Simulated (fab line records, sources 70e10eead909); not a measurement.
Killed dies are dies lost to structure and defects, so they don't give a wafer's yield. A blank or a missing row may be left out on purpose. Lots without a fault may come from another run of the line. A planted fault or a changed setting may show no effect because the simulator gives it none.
Chamber matching | flow nand_harc | NHARC_A_ZERO_WELL_DESCUM_12 on rie_diel-04: 4 sister chambers
The step chemistry O2, time 3 s. 14 wafers are shown with their chamber, then 6 later ones without.

WAFERS WITH THEIR CHAMBER
wafer  | chamber | drypump_motor_current_A (A) | oes_product_au (a.u.) | rf_vpp_V (V)
L924.1 | 0       | 6.2                         | 1.015                 | 57.6
L924.3 | 3       | 5.4                         | 1.012                 | 58.2
L924.4 | 1       | 5.3                         | 1.005                 | 56.8
L925.1 | 0       | 6.2                         | 1.015                 | 57.9
L925.3 | 1       | 5.2                         | 1.003                 | 58.3
L925.5 | 0       | 6.2                         | 1.008                 | 58.1
L927.1 | 0       | 6.2                         | 1.016                 | 57.5
L927.2 | 2       | 5.8                         | 0.997                 | 59.2
L927.3 | 3       | 5.3                         | 1.004                 | 58.0
L929.1 | 2       | 5.8                         | 1.009                 | 57.5
L929.4 | 1       | 5.2                         | 0.997                 | 57.9
L929.6 | 3       | 5.4                         | 1.010                 | 58.3
L931.3 | 2       | 5.8                         | 1.010                 | 58.5
L931.4 | 1       | 5.3                         | 0.993                 | 57.4

SIGNATURES (means of the wafers above)
reading                 | chamber 0 | chamber 1 | chamber 2 | chamber 3 | scatter within a chamber
drypump_motor_current_A | 6.200     | 5.250     | 5.800     | 5.367     | 0.0408
oes_product_au          | 1.01350   | 0.99950   | 1.00533   | 1.00867   | 0.00521
rf_vpp_V                | 57.775    | 57.600    | 58.400    | 58.167    | 0.547
Rule: a wafer's distance from a chamber is the root of the sum, over the readings, of the square of ((its reading less the chamber's mean) divided by the reading's scatter). The wafer belongs to the nearest chamber; if the next one is less than 2 further off, it can't be placed. The scatter: the root of (the sum of the squares of (reading less its chamber's mean) over the shown wafers, divided by (wafers less chambers)).

WAFERS WITHOUT THEIR CHAMBER
wafer  | drypump_motor_current_A (A) | oes_product_au (a.u.) | rf_vpp_V (V)
L931.5 | 5.8                         | 1.007                 | 58.6
L936.1 | 5.3                         | 0.988                 | 57.1
L936.4 | 5.3                         | 0.995                 | 59.6
L947.1 | 5.3                         | 0.997                 | 59.0
L947.4 | 5.8                         | 1.002                 | 57.4
L947.5 | 5.3                         | 0.993                 | 59.9

WHICH CHAMBER EACH WENT THROUGH
wafer  | from the rows above     | in truth
L931.5 | 2                       | 2
L936.1 | 1                       | 1
L936.4 | can't be placed: 1 or 3 | 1
L947.1 | can't be placed: 1 or 3 | 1
L947.4 | 2                       | 2
L947.5 | can't be placed: 1 or 3 | 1
Placed correctly: 3 of 6. Can't be placed from these rows: 3 (the true chamber is among the candidates in 3). Placed wrongly: 0.
